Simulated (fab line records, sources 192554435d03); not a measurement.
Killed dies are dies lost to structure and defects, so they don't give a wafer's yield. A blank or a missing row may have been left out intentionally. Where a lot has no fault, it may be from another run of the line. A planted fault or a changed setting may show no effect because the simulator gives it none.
fab line records	flow n5-finfet
record lots=10	wafers=28	last-day=17
route steps=1938 shown BEOL_M8@1348 PASSIVATION@1936
lots with no fault: from the same line, run without faults
start-h: the number of hours between the record's first day and the start of the first shown wafer of the lot	wait-h: time in hours since the lot's previous step	" identical to the entry in the row above	L1.1+2: a row that stands for several wafers	- no value, or no start given	* or withheld: withheld	< > ~ a bound
route shown NAME@n: NAME is a module with steps in the file, n the number in the route of the first one	usual: mean/standard deviation taken from wafers without a fault	same: alike in all rows	chamber/n: place in a boat	sites: each site's reading	_std_site: how widely they spread, as a standard deviation	_edge_site: mean of outer sites minus mean of inner sites	radius-mm: for every site, how far away it sits from the centre of the wafer	mask NAME#n: copy n	behind: the tool/chamber that last shaped the wafer	hold: why the lot went on hold/how many hours it stayed there/how the hold came to an end	device: which transistor (n, p or np) failed to switch	end of line: the route-end tests of the same wafers	a step with no rows: only its recipe	killed: dies lost to structure and defects at the first sort, not the wafer's yield	map: shows each die of a wafer: x if killed, . if not, _ if none is there
set.NAME: the setting that was run; set.NAME@STEP: the one run at that earlier step	model.NAME: the simulator's own value behind a step, which no gauge read
a sample of lots followed through the steps of the route, with each step as a table and each wafer as a row
services: a tool's chamber out of use, with start hour (start-h, from the record's first day; less than 0 if before it), hours out, and reason
## steps
# step N5_BEOL_M8_DESCUM_16
# recipe chemistry=O2	time-s=7.9	source-power-w=50	bias-power-w=20	pressure-mtorr=20	rf-frequency-hz=2.712e+07	temp-c=40	resist=CAR-ArF	o2-flow-sccm=225
# usual drypump-motor-current-A=5.8/0.43	oes-product-au=0.81/0.083	rf-vpp-V=243.5/1.3	showerhead-plenum-p-Torr=2.11/0.071	throttle-valve-pct=20.38/0.23
lot.wafer	tool	chamber	start-h	wait-h	drypump-motor-current-A	oes-product-au	rf-hours-counter-h	rf-vpp-V	showerhead-plenum-p-Torr	throttle-valve-pct
L394.2	rie-diel-03	2	206.01	0.2	5.9	0.86	45	242.8	2.05	20.45
L394.4	"	3	"	"	5.6	0.81	-	244.5	2.19	20.39
L394.5	"	1	"	"	6.7	0.90	-	242.0	2.06	20.41
L395.1	rie-diel-01	2	206.35	0.3	5.8	0.69	237	244.0	2.05	20.82
L395.3	"	1	"	"	5.5	0.90	42	243.0	2.11	19.93
L395.6	"	3	"	"	5.2	0.85	-	242.3	2.05	20.56
L404.1	rie-diel-01	3	257.34	0.0	5.2	0.82	81	242.5	2.04	20.59
L404.5	"	0	"	"	5.1	0.80	-	242.5	2.04	20.26
L404.6	"	1	"	"	5.6	0.86	-	243.6	2.11	19.95
L408.1	rie-diel-05	0	281.05	0.3	5.5	0.77	105	245.5	2.20	20.18
L408.2	"	1	"	"	5.5	0.71	236	242.9	2.05	20.77
L408.6	"	0	"	"	5.5	0.77	-	244.9	2.20	20.19
L411.1	rie-diel-05	0	294.73	0.1	5.5	0.77	110	246.7	2.20	20.19
L411.3	"	3	"	"	5.6	0.69	-	241.5	2.06	20.57
L411.5	"	3	"	"	5.6	0.68	-	245.2	2.06	20.57
L413.3	rie-diel-05	3	310.03	0.2	5.6	0.68	243	241.9	2.06	20.58
L413.4	"	2	"	"	6.2	0.92	-	244.1	2.12	20.12
L414.1	rie-diel-03	3	322.86	0.0	5.6	0.78	153	245.6	2.17	20.48
L414.5	"	1	"	"	6.7	0.84	-	242.4	2.05	20.49
L414.6	"	2	"	"	5.9	0.81	-	243.0	2.03	20.51
L416.1	rie-diel-01	3	326.16	0.4	5.2	0.80	109	242.9	2.03	20.63
L416.5	"	1	"	"	5.6	0.83	-	244.7	2.10	19.98
L415.2	rie-diel-05	3	326.21	0.2	5.6	0.68	250	243.0	2.06	20.59
L415.3	"	0	"	"	5.5	0.76	121	244.7	2.20	20.20
L415.5	"	0	"	"	5.5	0.76	-	244.6	2.20	20.20
L417.2	rie-diel-01	3	332.08	0.4	5.2	0.78	112	240.6	2.03	20.64
L417.3	"	1	"	"	5.6	0.82	94	242.7	2.09	20.01
L417.6	"	3	"	"	5.2	0.79	-	242.5	2.03	20.63
# step N5_BEOL_M8_INSPECT_30
# recipe mode=adi	inspect-instrument=brightfield
# usual raw-defect-count=387/94
lot.wafer	tool	chamber	start-h	wait-h	raw-defect-count
L394.2	defect-inspect-01	-	208.17	0.0	240
L394.4	"	-	"	"	254
L394.5	"	-	"	"	330
L395.1	defect-inspect-02	-	208.34	0.1	403
L395.3	"	-	"	"	396
L395.6	"	-	"	"	257
L404.1	defect-inspect-01	-	259.75	0.1	390
L404.5	"	-	"	"	382
L404.6	"	-	"	"	358
L408.1	defect-inspect-02	-	281.97	0.1	397
L408.2	"	-	"	"	465
L408.6	"	-	"	"	361
L411.1	defect-inspect-02	-	296.69	0.1	325
L411.3	"	-	"	"	662
L411.5	"	-	"	"	430
L413.3	defect-inspect-01	-	311.36	0.0	326
L413.4	"	-	"	"	357
L414.1	defect-inspect-02	-	324.86	0.1	397
L414.5	"	-	"	"	373
L414.6	"	-	"	"	373
L415.2	defect-inspect-01	-	327.20	0.0	280
L415.3	"	-	"	"	332
L415.5	"	-	"	"	346
L416.1	defect-inspect-01	-	327.37	0.1	349
L416.5	"	-	"	"	375
L417.2	defect-inspect-01	-	333.65	0.0	454
L417.3	"	-	"	"	494
L417.6	"	-	"	"	434
# step N5_BEOL_M8_VIA_ETCH_34
# recipe chemistry=C4F6/O2	target=SiCOH_lowk	target-depth-a=1255	mask-material=SOC	taper-deg=4	time-s=50.5	ion-energy-ev=250	pressure-mtorr=30	source-w=345	bias-w=185	Ar_flow_sccm=300	C4F6_flow_sccm=10	O2_flow_sccm=10
# usual drypump-motor-current-A=5.7/0.46	oes_f_703_au=0.81/0.073	oes-product-au=0.82/0.076	rf-fwd-power-W=341.7/1.4	rf-vpp-V=673/11	showerhead-plenum-p-Torr=2.85/0.093	throttle-valve-pct=20.79/0.27
lot.wafer	tool	chamber	start-h	wait-h	drypump-motor-current-A	oes_f_703_au	oes-product-au	rf-fwd-power-W	rf-hours-counter-h	rf-vpp-V	showerhead-plenum-p-Torr	throttle-valve-pct
L394.2	rie-diel-03	3	208.38	0.0	5.6	0.79	0.80	342.3	109	676	2.98	20.92
L394.4	"	1	"	"	6.7	0.90	0.90	339.9	-	683	2.76	20.64
L394.5	"	3	"	"	5.6	0.81	0.80	342.3	-	678	2.98	20.90
L395.1	rie-diel-01	0	209.33	0.0	5.1	0.81	0.81	339.6	83	672	2.77	20.58
L395.3	"	1	"	"	5.6	0.89	0.89	341.6	44	663	2.88	20.45
L395.6	"	3	"	"	5.2	0.81	0.83	344.9	-	681	2.78	20.95
L404.1	rie-diel-01	1	259.96	0.0	5.6	0.87	0.86	342.4	64	661	2.87	20.46
L404.5	"	0	"	"	5.1	0.79	0.79	340.1	-	669	2.76	20.63
L404.6	"	3	"	"	5.2	1.03	0.86	424.9	-	609	2.77	21.01
L408.1	rie-diel-03	1	282.19	0.0	6.7	0.87	0.87	340.7	64	683	2.75	20.70
L408.2	"	3	"	"	5.6	0.78	0.80	341.2	137	676	2.96	20.95
L408.6	"	3	"	"	5.6	0.77	0.80	341.8	-	676	2.96	20.94
L411.1	rie-diel-05	3	297.05	0.0	5.6	0.71	0.70	340.6	237	652	2.83	21.17
L411.3	"	3	"	"	5.6	0.71	0.69	340.4	-	651	2.83	21.16
L411.5	"	0	"	"	5.5	0.76	0.76	341.6	-	676	2.95	20.45
L413.3	rie-diel-03	0	311.57	0.0	5.5	0.90	0.93	342.5	28	669	3.02	20.39
L413.4	"	2	"	"	5.9	0.80	0.82	340.1	85	687	2.76	20.89
L414.1	rie-diel-03	0	325.41	0.0	5.5	0.90	0.91	342.8	33	668	3.01	20.42
L414.5	"	3	"	"	5.6	0.77	0.77	341.5	-	675	2.96	20.98
L414.6	"	0	"	"	5.5	0.89	0.91	341.2	-	669	3.01	20.39
L415.2	rie-diel-05	3	327.42	0.0	5.6	0.70	0.68	340.2	251	651	2.83	21.18
L415.3	"	2	"	"	6.2	0.87	0.90	340.7	22	666	2.90	20.72
L415.5	"	3	"	"	5.6	0.70	0.68	339.5	-	651	2.83	21.19
L416.1	rie-diel-05	0	327.82	0.0	5.6	0.76	0.76	340.4	122	678	2.95	20.47
L416.5	"	2	"	"	6.1	0.87	0.89	338.7	-	667	2.90	20.71
L417.2	rie-diel-03	3	334.17	0.0	5.6	0.76	0.78	340.9	158	677	2.95	20.98
L417.3	"	1	"	"	6.7	0.83	0.84	341.6	83	684	2.74	20.71
L417.6	"	0	"	"	5.5	0.89	0.90	343.3	-	669	3.01	20.40
# step N5_BEOL_M8_ETCH_41
# recipe chemistry=CH3F/O2	target=SiCN	target-depth-a=319	taper-deg=2	time-s=57.8	ion-energy-ev=120	mask-material=TiN	pressure-mtorr=30	source-w=395	bias-w=75	Ar_flow_sccm=150	CH3F_flow_sccm=30	O2_flow_sccm=20
# usual drypump-motor-current-A=5.7/0.46	oes-product-au=0.82/0.077	rf-fwd-power-W=391.2/1.5	rf-vpp-V=297.5/1.6	showerhead-plenum-p-Torr=2.00/0.068	throttle-valve-pct=16.22/0.26
lot.wafer	tool	chamber	start-h	wait-h	drypump-motor-current-A	oes-product-au	rf-fwd-power-W	rf-hours-counter-h	rf-vpp-V	showerhead-plenum-p-Torr	throttle-valve-pct
L394.2	rie-diel-03	3	-	-	5.7	0.82	390.2	109	298.9	2.10	16.31
L394.4	"	1	"	"	6.7	0.91	394.1	-	298.1	1.94	16.09
L394.5	"	3	"	"	5.6	0.81	390.0	-	298.3	2.10	16.31
L395.1	rie-diel-01	0	-	-	5.1	0.81	388.1	83	295.5	1.95	16.04
L395.3	"	1	"	"	5.5	0.90	392.0	44	296.8	2.02	15.88
L395.6	"	3	"	"	5.2	0.84	393.1	-	296.4	1.95	16.36
L404.1	rie-diel-01	1	-	-	5.6	0.87	393.2	64	297.3	2.02	15.94
L404.5	"	0	"	"	5.1	0.79	388.0	-	296.3	1.94	16.08
L404.6	"	3	"	"	5.2	0.82	392.7	-	296.7	1.94	16.40
L408.1	rie-diel-03	1	-	-	6.7	0.87	390.3	64	296.7	1.93	16.14
L408.2	"	3	"	"	5.7	0.79	391.6	137	298.8	2.09	16.39
L408.6	"	3	"	"	5.7	0.79	391.2	-	298.6	2.09	16.37
L411.1	rie-diel-05	3	-	-	5.6	0.70	391.3	237	296.1	1.99	16.58
L411.3	"	3	"	"	5.6	0.70	392.4	-	297.9	1.99	16.58
L411.5	"	0	"	"	5.6	0.77	390.0	-	300.0	2.08	15.94
L413.3	rie-diel-03	0	-	-	5.5	0.92	392.9	28	299.6	2.12	15.80
L413.4	"	2	"	"	5.9	0.81	390.1	85	296.5	1.93	16.26
L414.1	rie-diel-03	0	-	-	5.5	0.91	390.8	33	299.1	2.12	15.81
L414.5	"	3	"	"	5.6	0.78	391.2	-	300.0	2.08	16.42
L414.6	"	0	"	"	5.5	0.91	393.2	-	299.6	2.12	15.82
L415.2	rie-diel-05	3	-	-	5.6	0.69	391.3	251	297.6	1.98	16.59
L415.3	"	2	"	"	6.2	0.90	389.6	22	299.4	2.03	16.10
L415.5	"	3	"	"	5.6	0.68	391.5	-	297.0	1.98	16.59
L416.1	rie-diel-05	0	-	-	5.5	0.76	390.1	122	297.7	2.08	15.96
L416.5	"	2	"	"	6.2	0.90	392.3	-	298.1	2.03	16.11
L417.2	rie-diel-03	3	-	-	5.6	0.78	390.0	158	299.2	2.08	16.40
L417.3	"	1	"	"	6.7	0.85	392.5	83	295.5	1.93	16.18
L417.6	"	0	"	"	5.5	0.91	394.4	-	300.2	2.12	15.82
# step N5_PASSIVATION_PROBE_49
# usual defect-limited-yield=91.5/1.4	killed_at_M0_to_M3=32/9.7	killed_at_M4_up=14/5.3	killed-at-contacts=11/6	killed-at-front-end=39/14	killed-at-other=3.3/2.7	killed-dies=100/17	killed-open=66/13	killed-short=32/7.4	sort_bin_4_leakage=0.02/0.16	sort_bin_5_function=4.9/0.9	sort_bin_6_memory=3.2/0.72	sort-n-pass=1080/17	sort-yield-pct=91.5/1.4
# same gross-dies=1180	killed-at-back-side=0	sort_bin_8_speed[%]=0
lot.wafer	tool	chamber	start-h	wait-h	defect-limited-yield[%]	killed_at_M0_to_M3	killed_at_M4_up	killed-at-contacts	killed-at-front-end	killed-at-other	killed-dies	killed-open	killed-short	sort_bin_4_leakage[%]	sort_bin_5_function[%]	sort_bin_6_memory[%]	sort-n-pass	sort-yield-pct[%]
L408.1	prober-01	-	342.74	0.0	92.2	18	17	12	42	3	92	65	27	0	4.7	2.9	1088	92.2
L408.2	prober-01	-	342.79	0.1	92.4	30	17	8	33	2	90	56	33	0	4.5	3.1	1090	92.4
L408.6	prober-01	-	342.99	0.3	90.3	35	25	19	35	0	114	87	27	0	6.0	3.3	1066	90.3
# killed by level:class
L408.1 STI_FIN_REVEAL:geometric-particle:open=16 MOL_CONTACT_COAG:geometric-particle:open=11 BEOL_M4:geometric-particle:open=11 BEOL_M3:geometric-particle:open=8 FIN_SAQP:geometric-particle:open=6 STARTING-WAFER:geometric-particle:short=6 GATE_CUT:geometric-particle:short=4 BEOL_M4:geometric-particle:short=3
L408.2 FIN_SAQP:geometric-particle:short=9 FIN_SAQP:geometric-particle:open=8 BEOL_M2:geometric-particle:open=8 DUMMY_GATE:geometric-particle:open=7 MOL_CONTACT_COAG:geometric-particle:open=5 BEOL_M0_SAQP:geometric-particle:short=5 BEOL_M0_SAQP:geometric-particle:open=4 BEOL_M8:geometric-particle:open=4
L408.6 MOL_CONTACT_COAG:geometric-particle:open=17 STI_FIN_REVEAL:geometric-particle:open=14 BEOL_M4:geometric-particle:open=13 BEOL_M2:geometric-particle:open=8 BEOL_M8:geometric-particle:open=7 BEOL_M0_SAQP:geometric-particle:short=6 BEOL_M0_SAQP:geometric-particle:open=6 GATE_CUT:geometric-particle:open=5
## services
tool	chamber	start-h	hours	kind
rie-diel-03	0	190.42	-	clean
rie-diel-03	0	190.42	-	consumable-replace:esc
rie-diel-03	0	190.42	-	consumable-replace:focus-ring
rie-diel-03	0	190.42	-	consumable-replace:showerhead
rie-diel-03	0	190.42	35.4	scheduled-down
rie-diel-03	0	190.42	35.4	vent-cycle
rie-diel-05	1	213.01	3.8	repair
rie-diel-05	2	241.53	4.6	repair
rie-diel-01	2	242.59	-	clean
rie-diel-01	2	242.59	-	consumable-replace:focus-ring
rie-diel-01	2	242.59	22.9	scheduled-down
rie-diel-01	2	242.59	22.9	vent-cycle
rie-diel-05	2	253.64	-	clean
rie-diel-05	2	253.64	-	consumable-replace:focus-ring
rie-diel-03	0	277.30	4.8	repair
rie-diel-01	0	293.25	34.3	repair
rie-diel-05	2	294.72	3.8	repair
rie-diel-05	0	303.23	6.3	repair
## key
first-sign step=N5_BEOL_M8_VIA_ETCH_34	reading=rf-fwd-power-W	direction=up	sigmas=58	usual=*	struck=*
effect step=N5_BEOL_M8_VIA_ETCH_34	reading=rf-vpp-V	direction=down	sigmas=6.1	usual=673	struck=609
met-at N5_BEOL_M8_VIA_ETCH_34
struck-lots L404
struck-wafers L404.6
not-acting-at N5_BEOL_M8_DESCUM_16,N5_BEOL_M8_INSPECT_30,N5_BEOL_M8_ETCH_41
onset-between 209.33 259.96
fault kind=process-parameter-drift	tool=rie-diel-01	chamber=3	onset-h=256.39	steps=N5_BEOL_M8_VIA_ETCH_34	channel=source-w	offset=82.8	shape=step	end-h=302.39	acts-in=these-recipes-only	stated=345
